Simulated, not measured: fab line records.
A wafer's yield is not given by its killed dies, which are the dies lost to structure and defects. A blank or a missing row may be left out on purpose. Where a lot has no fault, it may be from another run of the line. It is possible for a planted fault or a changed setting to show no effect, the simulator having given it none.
fab line records	flow n5_finfet	part 1 of 2: steps 1 to 23 of 37
[record] lots = 5	wafers = 15	last_day = 18
route steps=1938 shown STI_FIN_REVEAL@188 DUMMY_GATE@212
lots untouched by any fault: they come from a run of this same line in which no faults occurred
start_h: hours from the record's first day to the start of the lot's first wafer shown	wait_h: hours from the lot's prior step to this one	" identical to the entry in the row above	L1.1+2: one row covering several wafers at once	- no value present, or no start provided	* or withheld: withheld	< > ~ a bound
route shown NAME@n: names a module that has steps shown in the file, with the first one's number in the route	usual: mean/standard deviation of fault-free wafers	same: alike in all rows	chamber/n: place in a boat	sites: the reading at each site	_std_site: their standard deviation	_edge_site: outer sites' mean less inner sites'	radius_mm: how far each site lies from the wafer's centre	mask NAME#n: copy n	behind: the most recent tool/chamber to have shaped the wafer	hold: reason for holding the lot/hours on hold/outcome of the hold	device: the transistor (n, p or np) that didn't switch	end of line: the route-end tests of the same wafers	step lacking rows: just its recipe	killed: the dies lost at the first sort to structure and to defects; this is not the yield of the wafer	map: a wafer's dies, x killed, . not, _ none there
set.NAME: the setting as run; set.NAME@STEP: as run at that earlier step	model.NAME: the simulator's own value behind a step, which no gauge read
lots seen at some steps along the route; tables by step, rows by wafer
services: when a tool's chamber went out of use (start_h, in hours from the record's first day, below 0 if earlier), for how many hours, and the reason
[[steps]]
[step N5_STI_FIN_REVEAL_THK_MEAS_05]
[usual] thk_nm = 131.8/1.1
lot.wafer	tool	chamber	start_h	wait_h	thk_nm
L079.1	film_metro-01	-	65.38	-	131.9
L079.4	"	-	"	"	131.7
L079.5	"	-	"	"	133.2
L083.1	film_metro-01	-	88.13	-	132.3
L083.2	"	-	"	"	131.5
L083.5	"	-	"	"	133.2
L088.2	film_metro-01	-	119.96	-	132.5
L088.4	"	-	"	"	131.6
L088.5	"	-	"	"	132.9
L091.1	film_metro-01	-	136.89	-	131.2
L091.3	"	-	"	"	132.0
L091.6	"	-	"	"	131.4
L094.1	film_metro-01	-	153.95	-	132.0
L094.2	"	-	"	"	131.7
L094.6	"	-	"	"	131.9
[step N5_STI_FIN_REVEAL_DENSIFY_30]
[recipe] temp_c = *	time_s = *	ambient = N2	idle_temp_c = 600	ramp_up_c_per_s = 150	ramp_down_c_per_s = 60	cool_to_c = 600
[usual] lamp_power_pct = 11.53/0.054	lamp_zone_1_pct = 11.526/0.018	wafer_temp_C_max = *
[same] time_s = *
lot.wafer	tool	chamber	start_h	wait_h	lamp_power_pct	lamp_zone_1_pct	wafer_temp_C_max
L079.1	rtp_anneal-01	0	65.41	0.0	11.54	11.566	*
L079.4	"	0	"	"	11.65	11.566	*
L079.5	"	0	"	"	11.42	11.529	*
L083.1	rtp_anneal-02	0	88.16	0.0	11.56	11.514	*
L083.2	"	0	"	"	11.51	11.494	*
L083.5	"	0	"	"	11.57	11.531	*
L088.2	rtp_anneal-01	0	120.16	0.2	11.63	11.525	*
L088.4	"	0	"	"	11.41	11.525	*
L088.5	"	0	"	"	11.44	11.528	*
L091.1	rtp_anneal-02	0	136.96	0.1	11.50	11.515	*
L091.3	"	0	"	"	11.57	11.526	*
L091.6	"	0	"	"	11.48	11.550	*
L094.1	rtp_anneal-02	0	154.09	0.1	11.60	11.530	*
L094.2	"	0	"	"	11.56	11.531	*
L094.6	"	0	"	"	11.48	11.522	*
[step N5_STI_FIN_REVEAL_ETCHBACK_08]
[recipe] chemistry = C4F6/O2	target = SiO2	target_depth_a = 305	time_s = 10.167	ion_energy_ev = 250	pressure_mtorr = 30	source_w = 345	bias_w = 185	Ar_flow_sccm = 300	C4F6_flow_sccm = 10	O2_flow_sccm = 10
[usual] chamber_pressure_mTorr = 29.993/0.029	drypump_motor_current_A = 5.7/0.43	oes_product_au = 0.82/0.072	rf_vpp_V = 666/14	showerhead_plenum_p_Torr = 2.84/0.087	throttle_valve_pct = 21.14/0.17
[same] time_s = 10.167
lot.wafer	tool	chamber	start_h	wait_h	chamber_pressure_mTorr	drypump_motor_current_A	oes_product_au	rf_hours_counter_h	rf_vpp_V	showerhead_plenum_p_Torr	throttle_valve_pct
L079.1	rie_diel-01	3	65.89	0.4	29.947	6.2	0.84	65	683	2.78	21.09
L079.4	"	2	"	"	30.029	5.6	0.82	-	680	2.88	21.06
L079.5	"	3	"	"	29.980	6.1	0.84	-	682	2.78	21.06
L083.1	rie_diel-01	0	88.41	0.2	30.007	6.2	0.91	25	644	2.79	21.11
L083.2	"	2	"	"	30.013	5.6	0.82	84	680	2.88	21.09
L083.5	"	0	"	"	29.993	6.2	0.91	-	647	2.79	21.11
L088.2	rie_diel-02	2	120.38	0.2	29.939	5.7	0.92	25	639	2.80	21.35
L088.4	"	3	"	"	29.954	5.9	0.78	113	682	2.99	20.86
L088.5	"	3	"	"	29.953	5.9	0.78	-	683	2.99	20.84
L091.1	rie_diel-04	2	137.19	0.2	29.986	4.7	0.92	27	673	2.89	20.84
L091.3	"	1	"	"	29.950	5.4	0.78	124	656	2.74	21.14
L091.6	"	1	"	"	29.964	5.4	0.79	-	657	2.74	21.13
L094.1	rie_diel-04	1	154.31	0.2	29.948	5.4	0.76	130	656	2.74	21.11
L094.2	"	0	"	"	29.963	6.1	0.90	27	667	2.81	21.17
L094.6	"	3	"	"	29.957	5.5	0.85	-	677	2.92	21.26
[step N5_STI_FIN_REVEAL_STRIP_24]
[recipe] chemistry = N2/H2	time_s = 90	power_w = 100	temp_c = 40	pressure_mtorr = 100	rf_frequency_hz = 6e+07	bias_power_w = 3	n2_flow_sccm = 300	h2_flow_sccm = 300
[usual] chamber_pressure_mTorr = 100.00/0.094	drypump_motor_current_A = 5.7/0.43	oes_product_au = 0.82/0.072	rf_vpp_V = 45.3/0.9	showerhead_plenum_p_Torr = 3.35/0.1	throttle_valve_pct = 12.12/0.22
[same] time_s = 90
lot.wafer	tool	chamber	start_h	wait_h	chamber_pressure_mTorr	drypump_motor_current_A	oes_product_au	rf_hours_counter_h	rf_vpp_V	showerhead_plenum_p_Torr	throttle_valve_pct
L079.1	rie_diel-01	3	65.92	0.0	99.94	6.2	0.84	65	42.1	3.29	11.99
L079.4	"	2	"	"	100.05	5.6	0.83	-	45.9	3.43	12.19
L079.5	"	3	"	"	99.90	6.2	0.83	-	45.4	3.29	11.97
L083.1	rie_diel-01	0	88.44	0.0	99.94	6.3	0.90	25	45.6	3.29	11.97
L083.2	"	2	"	"	99.94	5.6	0.82	84	45.1	3.43	12.22
L083.5	"	0	"	"	99.79	6.3	0.90	-	45.4	3.29	11.94
L088.2	rie_diel-02	2	120.42	0.0	99.93	5.7	0.93	25	45.1	3.33	12.36
L088.4	"	3	"	"	100.08	5.9	0.79	113	45.2	3.54	11.89
L088.5	"	3	"	"	99.95	5.9	0.78	-	45.4	3.54	11.89
L091.1	rie_diel-04	2	137.23	0.0	99.94	4.7	0.90	27	44.8	3.44	11.80
L091.3	"	1	"	"	99.94	5.4	0.76	124	44.7	3.28	12.34
L091.6	"	1	"	"	99.95	5.4	0.77	-	44.4	3.28	12.33
L094.1	rie_diel-04	1	154.35	0.0	100.07	5.4	0.76	130	45.0	3.28	12.38
L094.2	"	0	"	"	100.01	6.2	0.90	27	45.5	3.30	11.94
L094.6	"	3	"	"	100.00	5.5	0.85	-	45.4	3.41	11.93
[step N5_STI_FIN_REVEAL_PRECLEAN_25]
[recipe] chemistry = SPM	time_s = 90	temp_c = 120	mix = 4:1
[usual] bath_guard_temp_C = 119.9/0.54
[same] time_s = 90
lot.wafer	tool	chamber	start_h	wait_h	bath_guard_temp_C
L079.1	wet_bench-04	0	66.04	0.1	120.8
L079.4	"	2	"	"	119.9
L079.5	"	7	"	"	120.7
L083.1	wet_bench-04	2	88.57	0.1	119.7
L083.2	"	4	"	"	119.7
L083.5	"	5	"	"	120.2
L088.2	wet_bench-01	2	120.54	0.1	119.2
L088.4	"	4	"	"	119.8
L088.5	"	7	"	"	120.3
L091.1	wet_bench-01	0	137.35	0.1	120.3
L091.3	"	6	"	"	120.7
L091.6	"	4	"	"	119.6
L094.1	wet_bench-04	3	154.47	0.1	119.4
L094.2	"	7	"	"	120.4
L094.6	"	2	"	"	119.7
[step N5_STI_FIN_REVEAL_PRECLEAN_26]
[recipe] chemistry = SC1	time_s = 45	temp_c = 46	mix = 1:2:100
[usual] bath_guard_temp_C = 45.8/0.57	h2o2_flow_mL_min = 29.14/0.1
[same] time_s = 45
lot.wafer	tool	chamber	start_h	wait_h	bath_guard_temp_C	h2o2_flow_mL_min
L079.1	wet_bench-04	0	66.07	0.0	46.9	29.10
L079.4	"	2	"	"	45.8	29.28
L079.5	"	7	"	"	46.6	29.25
L083.1	wet_bench-04	2	88.60	0.0	45.9	29.09
L083.2	"	4	"	"	45.4	29.21
L083.5	"	5	"	"	45.9	29.21
L088.2	wet_bench-01	2	120.57	0.0	45.2	29.09
L088.4	"	4	"	"	45.7	29.07
L088.5	"	7	"	"	45.9	29.12
L091.1	wet_bench-01	0	137.38	0.0	46.5	29.22
L091.3	"	6	"	"	46.6	29.17
L091.6	"	4	"	"	46.0	29.33
L094.1	wet_bench-04	3	154.53	0.0	45.3	29.24
L094.2	"	7	"	"	46.3	29.16
L094.6	"	2	"	"	46.2	29.26
[step N5_STI_FIN_REVEAL_PRECLEAN_29]
[recipe] chemistry = DHF	time_s = 30	temp_c = 25	dilution = 300:1
[same] time_s = 30
lot.wafer	tool	chamber	start_h	wait_h
L079.1+4+5	wet_bench-04	0,2,7	66.08	0.0
L083.1+2+5	wet_bench-04	2,4,5	88.61	0.0
L088.2+4+5	wet_bench-01	2,4,7	120.58	0.0
L091.1+3+6	wet_bench-01	0,6,4	137.39	0.0
L094.1+2+6	wet_bench-04	3,7,2	154.55	0.0
[step N5_STI_FIN_REVEAL_SRD_12]
[recipe] time_s = 30	temp_c = 23	rinse_liquid = diw	dry = ipa_marangoni
[same] time_s = 30
lot.wafer	tool	chamber	start_h	wait_h
L079.1+4+5	wet_bench-04	0,2,7	66.09	0.0
L083.1+2+5	wet_bench-04	2,4,5	88.62	0.0
L088.2+4+5	wet_bench-01	2,4,7	120.59	0.0
L091.1+3+6	wet_bench-01	0,6,4	137.40	0.0
L094.1+2+6	wet_bench-04	3,7,2	154.57	0.0
[step N5_STI_FIN_REVEAL_RECESS_09]
[recipe] chemistry = HF/NH3	target = SiO2	afs_cycles = 11	target_depth_a = 425	temp_c = 30	sublimation_temp_c = 180	sublimation_time_s = 60
[usual] drypump_motor_current_A = 5.78/0.25
lot.wafer	tool	chamber	start_h	wait_h	drypump_motor_current_A
L079.1	vapor_etch-01	1	66.14	0.0	6.03
L079.4	"	1	"	"	6.02
L079.5	"	0	"	"	5.87
L083.1	vapor_etch-02	1	88.66	0.0	5.38
L083.2	"	0	"	"	5.87
L083.5	"	1	89.72	1.1	5.36
L088.2	vapor_etch-01	1	121.17	0.6	5.98
L088.4	"	1	122.23	1.6	6.02
L088.5	"	1	"	"	5.97
L091.1	vapor_etch-02	1	137.44	0.0	5.37
L091.3	"	0	"	"	5.89
L091.6	"	0	"	"	5.89
L094.1	vapor_etch-01	0	154.63	0.0	5.94
L094.2	"	1	"	"	5.99
L094.6	"	1	155.69	1.1	6.01
[step N5_STI_FIN_REVEAL_STRIP_16]
[recipe] chemistry = H3PO4	material = SiNx	temp_c = 165	target_depth_a = 238	overetch_fraction = 0.4964	dry = ipa_marangoni
[usual] bath_guard_temp_C = 164.8/0.61
lot.wafer	tool	chamber	start_h	wait_h	bath_guard_temp_C
L079.1	wet_bench-04	3	67.75	1.1	164.5
L079.4	"	1	"	"	164.1
L079.5	"	4	"	"	164.4
L083.1	wet_bench-01	7	90.28	1.1	165.2
L083.2	"	2	"	"	164.2
L083.5	"	1	"	"	164.6
L088.2	wet_bench-04	4	123.84	2.1	164.6
L088.4	"	0	"	"	165.9
L088.5	"	5	"	"	165.1
L091.1	wet_bench-01	0	139.06	1.1	165.4
L091.3	"	3	"	"	164.8
L091.6	"	1	"	"	164.4
L094.1	wet_bench-01	1	156.25	1.1	164.0
L094.2	"	0	"	"	165.3
L094.6	"	5	"	"	165.5
[step N5_STI_FIN_REVEAL_PRECLEAN_17]
[recipe] chemistry = NF3:NH3	afs_cycles = 1	temp_c = 30	time_s = 20	sublimation_temp_c = 180	sublimation_time_s = 60	pressure_torr = 3	rf_power_w = 30
[same] time_s = 20
lot.wafer	tool	chamber	start_h	wait_h
L079.1+4+5	remote_plasma-01	1	68.02	0.0
L083.1+2+5	remote_plasma-02	1	90.55	0.0
L088.2+4+5	remote_plasma-02	0	124.14	0.1
L091.1+3+6	remote_plasma-02	0	139.33	0.0
L094.1+2+6	remote_plasma-02	0	156.52	0.0
[step N5_STI_FIN_REVEAL_ETCH_34]
[recipe] chemistry = H2	mode = isotropic	material = Si	target = Si	target_depth_a = 9.7	temp_c = 20	pressure_mtorr = 4.5	icp_w = 300	bias_w = 0	h2_flow_sccm = 7.5	he_flow_sccm = 142.5
[usual] chamber_pressure_mTorr = 4.500/0.0044	drypump_motor_current_A = 5.7/0.48	he_flow_sccm = 142.5/0.43	oes_product_au = 1.001/0.018	throttle_valve_pct = 25.4/0.5
lot.wafer	tool	chamber	start_h	wait_h	chamber_pressure_mTorr	drypump_motor_current_A	he_flow_sccm	oes_product_au	rf_hours_counter_h	throttle_valve_pct
L079.1	rie_si-04	1	68.23	0.2	4.498	6.1	142.8	1.008	15	25.7
L079.4	"	2	"	"	4.505	5.4	143.3	1.000	9	24.8
L079.5	"	3	"	"	4.505	5.5	142.1	0.996	-	25.0
L083.1	rie_si-06	3	90.76	0.2	4.493	6.1	142.2	1.013	30	25.5
L083.2	"	1	"	"	4.499	5.1	142.2	1.006	13	25.6
L083.5	"	3	"	"	4.498	6.1	142.5	1.019	-	25.5
L088.2	rie_si-06	2	124.32	0.1	4.501	5.0	141.3	1.014	32	26.4
L088.4	"	3	"	"	4.490	6.1	142.4	1.012	31	25.5
L088.5	"	0	"	"	4.497	6.6	142.5	0.981	-	25.6
L091.1	rie_si-04	1	139.53	0.2	4.494	6.1	142.5	0.992	16	25.7
L091.3	"	0	"	"	4.497	5.6	142.6	0.971	29	25.8
L091.6	"	0	"	"	4.498	5.6	142.2	0.959	-	25.8
L094.1	rie_si-06	2	156.74	0.2	4.503	5.0	142.7	1.008	32	26.4
L094.2	"	0	"	"	4.494	6.6	142.5	0.978	13	25.6
L094.6	"	1	"	"	4.511	5.1	142.8	1.015	-	25.6
[step N5_STI_FIN_REVEAL_OXIDATION_31]
[recipe] chemistry = O2_PLASMA_REMOTE	temp_c = 150	time_s = 20	pressure_mtorr = 1000	source_power_w = 2000	o2_flow_sccm = 3000
[usual] chamber_pressure_mTorr = 1000.1/0.98	drypump_motor_current_A = 5.4/0.53	heater_power_w = 154/13
[same] time_s = 20
lot.wafer	tool	chamber	start_h	wait_h	chamber_pressure_mTorr	drypump_motor_current_A	heater_power_w	rf_hours_counter_h
L079.1	plasma_asher-02	1	68.29	0.0	999.4	5.9	156	88
L079.4	"	1	"	"	998.3	5.9	153	-
L079.5	"	0	"	"	998.5	5.1	171	-
L083.1	plasma_asher-02	0	90.82	0.0	1001.1	5.1	174	93
L083.2	"	1	"	"	1000.0	5.9	153	93
L083.5	"	1	"	"	999.5	5.9	152	-
L088.2	plasma_asher-02	1	124.38	0.0	1000.6	5.9	153	100
L088.4	"	0	"	"	1000.1	5.1	172	-
L088.5	"	1	"	"	1000.1	5.9	154	-
L091.1	plasma_asher-01	1	139.60	0.0	997.5	4.7	144	44
L091.3	"	0	"	"	1000.2	6.0	137	-
L091.6	"	0	"	"	1000.6	6.0	136	-
L094.1	plasma_asher-01	0	156.80	0.0	998.8	6.0	139	49
L094.2	"	1	"	"	1001.0	4.7	145	49
L094.6	"	0	"	"	1000.8	6.0	137	-
[step N5_STI_FIN_REVEAL_PRECLEAN_32]
[recipe] chemistry = NF3:NH3	afs_cycles = 1	temp_c = 30	time_s = 20	sublimation_temp_c = 180	sublimation_time_s = 60	pressure_torr = 3	rf_power_w = 30
[same] time_s = 20
lot.wafer	tool	chamber	start_h	wait_h
L079.1+4+5	remote_plasma-01	0	68.37	0.1
L083.1+2+5	remote_plasma-01	0	90.90	0.1
L088.2+4+5	remote_plasma-01	0	124.49	0.1
L091.1+3+6	remote_plasma-01	1	139.68	0.1
L094.1+2+6	remote_plasma-01	1	156.88	0.1
[step N5_STI_FIN_REVEAL_STRIP_35]
[recipe] chemistry = H3PO4	material = Si3N4	temp_c = 165	target_depth_a = 40	time_s = 39
[usual] bath_guard_temp_C = 164.9/0.57
[same] time_s = 39
lot.wafer	tool	chamber	start_h	wait_h	bath_guard_temp_C
L079.1	wet_bench-01	0	68.58	0.2	165.5
L079.4	"	6	"	"	165.4
L079.5	"	4	"	"	164.6
L083.1	wet_bench-01	4	91.11	0.2	164.8
L083.2	"	0	"	"	165.2
L083.5	"	6	"	"	165.7
L088.2	wet_bench-04	4	124.67	0.2	164.3
L088.4	"	0	"	"	166.0
L088.5	"	3	"	"	164.2
L091.1	wet_bench-03	2	139.89	0.2	164.8
L091.3	"	7	"	"	165.1
L091.6	"	0	"	"	165.1
L094.1	wet_bench-01	2	157.09	0.2	164.1
L094.2	"	6	"	"	165.7
L094.6	"	1	"	"	164.2
[step N5_STI_FIN_REVEAL_SRD_21]
[recipe] dry = ipa_marangoni	time_s = 30	temp_c = 23	rinse_liquid = diw
[same] time_s = 30
lot.wafer	tool	chamber	start_h	wait_h
L079.1+4+5	wet_bench-01	0,6,4	68.60	0.0
L083.1+2+5	wet_bench-01	4,0,6	91.13	0.0
L088.2+4+5	wet_bench-04	4,0,3	124.68	0.0
L091.1+3+6	wet_bench-03	2,7,0	139.90	0.0
L094.1+2+6	wet_bench-01	2,6,1	157.11	0.0
[step N5_STI_FIN_REVEAL_OXIDATION_33]
[recipe] chemistry = O2_PLASMA_REMOTE	temp_c = 150	time_s = 20	pressure_mtorr = 1000	source_power_w = 2000	o2_flow_sccm = 3000
[usual] chamber_pressure_mTorr = 1000.0/1	drypump_motor_current_A = 5.4/0.56	heater_power_w = 151/13
[same] time_s = 20
lot.wafer	tool	chamber	start_h	wait_h	chamber_pressure_mTorr	drypump_motor_current_A	heater_power_w	rf_hours_counter_h
L079.1	plasma_asher-01	0	68.64	0.0	999.1	6.0	138	32
L079.4	"	1	"	"	1000.5	4.7	147	-
L079.5	"	0	"	"	998.7	6.0	138	-
L083.1	plasma_asher-01	0	91.17	0.0	999.3	6.0	139	35
L083.2	"	1	"	"	1001.0	4.7	146	35
L083.5	"	1	"	"	1000.4	4.7	145	-
L088.2	plasma_asher-01	0	124.73	0.0	999.2	6.0	136	42
L088.4	"	0	"	"	1001.1	6.0	134	-
L088.5	"	0	"	"	998.6	6.0	134	-
L091.1	plasma_asher-02	0	139.95	0.0	1000.6	5.1	169	103
L091.3	"	1	"	"	998.9	5.9	156	-
L091.6	"	1	"	"	1000.9	5.9	155	-
L094.1	plasma_asher-02	0	157.15	0.0	999.6	5.1	172	106
L094.2	"	1	"	"	1000.2	5.9	153	106
L094.6	"	1	"	"	1000.3	5.9	152	-
[step N5_STI_FIN_REVEAL_CLEAN_19]
[recipe] chemistry = O3/DIW	temp_c = 25	time_s = 120	o3_ppm = 10
[same] time_s = 120
lot.wafer	tool	chamber	start_h	wait_h
L079.1+4+5	wet_bench-03	2,1,7	68.73	0.1
L083.1+2+5	wet_bench-01	2,3,7	91.26	0.1
L088.2+4+5	wet_bench-04	4,6,0	124.82	0.1
L091.1+3+6	wet_bench-01	6,5,2	140.03	0.1
L094.1+2+6	wet_bench-01	6,7,5	157.32	0.2
[step N5_STI_FIN_REVEAL_SRD_23]
[recipe] dry = ipa_marangoni	time_s = 30	temp_c = 23	rinse_liquid = diw
[same] time_s = 30
lot.wafer	tool	chamber	start_h	wait_h
L079.1+4+5	wet_bench-03	2,1,7	68.76	0.0
L083.1+2+5	wet_bench-01	2,3,7	91.29	0.0
L088.2+4+5	wet_bench-04	4,6,0	124.85	0.0
L091.1+3+6	wet_bench-01	6,5,2	140.07	0.0
L094.1+2+6	wet_bench-01	6,7,5	157.36	0.0
[step N5_STI_FIN_REVEAL_CD_MEAS_22]
[recipe] target_cd_nm = 6.238	pitch_nm = 28	polarity = line
[usual] cd_nm = 6.25/0.28
lot.wafer	tool	chamber	start_h	wait_h	cd_nm
L079.1	cd_sem-03	-	68.80	0.0	6.59
L079.4	"	-	"	"	6.33
L079.5	"	-	"	"	6.09
L083.1	cd_sem-02	-	91.33	0.0	6.09
L083.2	"	-	"	"	5.47
L083.5	"	-	"	"	5.97
L088.2	cd_sem-02	-	124.89	0.0	6.23
L088.4	"	-	"	"	6.18
L088.5	"	-	"	"	5.96
L091.1	cd_sem-03	-	140.11	0.0	5.92
L091.3	"	-	"	"	6.23
L091.6	"	-	"	"	6.19
L094.1	cd_sem-02	-	157.40	0.0	6.38
L094.2	"	-	"	"	5.73
L094.6	"	-	"	"	5.99
[step N5_STI_FIN_REVEAL_FIN_H_MEAS_10]
[usual] trench_depth_nm = 52.1/0.62
lot.wafer	tool	chamber	start_h	wait_h	trench_depth_nm
L079.1	ocd-02	-	68.83	0.0	52.7
L079.4	"	-	"	"	52.8
L079.5	"	-	"	"	52.9
L083.1	ocd-02	-	91.36	0.0	53.3
L083.2	"	-	"	"	53.4
L083.5	"	-	"	"	53.0
L088.2	ocd-02	-	124.92	0.0	53.1
L088.4	"	-	"	"	52.0
L088.5	"	-	"	"	52.2
L091.1	ocd-01	-	140.14	0.0	51.9
L091.3	"	-	"	"	52.1
L091.6	"	-	"	"	52.2
L094.1	ocd-02	-	157.43	0.0	50.7
L094.2	"	-	"	"	51.7
L094.6	"	-	"	"	51.1
[step N5_STI_FIN_REVEAL_PRECLEAN_18]
[recipe] chemistry = SC2	time_s = 45	temp_c = 35	mix = 1:1:50
[usual] bath_guard_temp_C = 34.9/0.53
[same] time_s = 45
lot.wafer	tool	chamber	start_h	wait_h	bath_guard_temp_C
L079.1	wet_bench-03	7	68.87	0.0	35.4
L079.4	"	6	"	"	35.3
L079.5	"	5	"	"	34.7
L083.1	wet_bench-01	2	91.42	0.1	34.5
L083.2	"	1	"	"	34.4
L083.5	"	7	"	"	35.4
L088.2	wet_bench-01	4	124.95	0.0	34.7
L088.4	"	3	"	"	34.7
L088.5	"	2	"	"	34.5
L091.1	wet_bench-03	5	140.17	0.0	34.7
L091.3	"	4	"	"	34.6
L091.6	"	0	"	"	35.0
L094.1	wet_bench-01	5	157.46	0.0	35.7
L094.2	"	3	"	"	34.7
L094.6	"	0	"	"	35.4
[step N5_STI_FIN_REVEAL_SRD_28]
[recipe] dry = ipa_marangoni	time_s = 30	temp_c = 23	rinse_liquid = diw
[same] time_s = 30
lot.wafer	tool	chamber	start_h	wait_h
L079.1+4+5	wet_bench-03	7,6,5	68.88	0.0
L083.1+2+5	wet_bench-01	2,1,7	91.43	0.0
L088.2+4+5	wet_bench-01	4,3,2	124.97	0.0
L091.1+3+6	wet_bench-03	5,4,0	140.19	0.0
L094.1+2+6	wet_bench-01	5,3,0	157.47	0.0
